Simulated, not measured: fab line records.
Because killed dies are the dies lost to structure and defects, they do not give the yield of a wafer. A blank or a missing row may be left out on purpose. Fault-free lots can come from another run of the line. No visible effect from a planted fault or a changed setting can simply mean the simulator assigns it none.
Problem report, 8D (eight disciplines) form, completed by code | flow n5_finfet | the parts of the form that need people (team, actions taken, sign-off) are left out

== 1. THE ISSUE ==
Mean of platen_rpm at N5_HKMG_FIN_CMP_94: 52.30 rpm across 6 wafers in 2 lots; on wafers with no fault it is 50.29 rpm (standard deviation 0.035). That is +57 standard deviations from the usual mean.
The step: polishes, stops on SiNx, t overpolish 4.7 s, target thk 43.299 nm.
The first sign was on wafer L435.2 at day 6 18:26, on cmp-02. The record holds 34 wafers of 12 lots with a number at this step. By rule, "out" or "out of limits" means more than 4 standard deviations away from the usual mean. Any other wafer with a number is counted as sound.

== 2. WHAT IT IS, AND WHAT IT ISN'T ==
question                    | is                     | is not
which readings at this step | platen_rpm             | head_pressure_psi, motor_current_A
which lots                  | L435, L436             | L425, L428, L429, L430, L431, L432, L442, L443, L446, L448
which wafers of those lots  | all that have a number | -
read on which tools         | cmp-02                 | cmp-01, cmp-03
when                        | from day 6 18:26       | up to then (17 sound wafers); but 11 sound wafers of L442, L443, L446, L448 came after

== 3. SUSPECTS, AND WHAT RULES EACH OUT ==
Counting: a tool at a process step up to the reading stays a suspect if it ran every lot that is out and no sound lot after the first of them.
- cmp-02 at N5_HKMG_FIN_CMP_94 (polishes, stops on SiNx, t overpolish 4.7 s, target thk 43.299 nm): kept. It processed each lot that is out, first L435 at day 6 18:26, and no sound lot thereafter; up to then, the last sound lot it processed was L430 at day 5 16:18. Its own readings are out on those wafers: platen_rpm.
After counting, what remains is cmp-02 at N5_HKMG_FIN_CMP_94.

== 4. THE CAUSE (what the simulator had put in) ==
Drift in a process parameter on cmp-02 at N5_HKMG_FIN_CMP_94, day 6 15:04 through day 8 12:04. From 50.289, the setting platen_rpm moved by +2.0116. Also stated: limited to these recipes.
Only this tool survived the counting.

== 5. THE EFFECT CHAIN, in route order ==
Each row: a reading whose mean over the struck wafers that have a number lies more than 3 standard deviations from the usual. Only readings for which the record gives a usual standard deviation are gone through. hours: the time from each lot's start at the first step in this table that gives one to its start at this step, as a median over the lots. sigmas: the change in usual standard deviations.
hours | step               | reading    | usual     | on struck wafers | change | sigmas
0     | N5_HKMG_FIN_CMP_94 | platen_rpm | 50.29 rpm | 52.30            | +2.01  | +57
The process steps in it:
- N5_HKMG_FIN_CMP_94: polishes, stops on SiNx, t overpolish 4.7 s, target thk 43.299 nm.

== 6. WHAT WOULD HAVE CAUGHT IT SOONER ==
3 hours passed between the start of the fault at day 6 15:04 and the first reading out of limits in this record, taken at day 6 18:26.
